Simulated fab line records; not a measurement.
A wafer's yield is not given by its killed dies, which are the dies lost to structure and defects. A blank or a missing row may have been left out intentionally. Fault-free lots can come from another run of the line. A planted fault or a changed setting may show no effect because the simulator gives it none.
Chamber matching | flow n5 finfet | rie diel-04 running N5_SDB_HM_OPEN_20: 4 sister chambers
The step chemistry CH3F/O2, target SiNx, stops on poly-Si, target depth 24 nm. 8 wafers are shown with their chamber, then 7 later ones without.

## WAFERS, EACH WITH ITS CHAMBER
wafer  | chamber | drypump motor current A (A) | rf vpp V (V)
L923.6 | 3       | 6.2                         | 299
L924.4 | 0       | 6.2                         | 311
L924.6 | 1       | 5.5                         | 304
L926.1 | 2       | 5.5                         | 284
L926.2 | 1       | 5.4                         | 306
L926.5 | 2       | 5.5                         | 285
L933.2 | 0       | 6.2                         | 310
L933.4 | 3       | 6.1                         | 300

## WAFERS MISSING THEIR CHAMBER
wafer  | drypump motor current A (A) | rf vpp V (V)
L933.6 | 6.2                         | 309
L935.3 | 6.1                         | 299
L935.5 | 6.1                         | 300
L935.6 | 6.2                         | 308
L936.1 | 6.2                         | 310
L936.2 | 6.2                         | 299
L936.6 | 6.2                         | 310

## WHICH CHAMBER EACH ONE RAN IN
wafer  | from the rows above | in truth
L933.6 | 0                   | 0
L935.3 | 3                   | 3
L935.5 | 3                   | 3
L935.6 | 0                   | 0
L936.1 | 0                   | 0
L936.2 | 3                   | 3
L936.6 | 0                   | 0
Correct placement for 7 of the 7. Can't be placed from these rows: 0. Number placed wrongly: 0.
How it was worked out, from the rows above alone: a wafer's distance from a chamber is the root of the sum, over the readings, of the square of ((its reading less the chamber's mean) divided by the reading's scatter). If the next closest chamber is less than 2 further off than the closest, the wafer can't be placed; otherwise it belongs to the closest. A chamber's mean is the mean of its shown wafers. How the scatter is found: for the shown wafers, subtract from each reading the mean of its chamber, square and add these, divide the total by (wafers less chambers), then take the root.
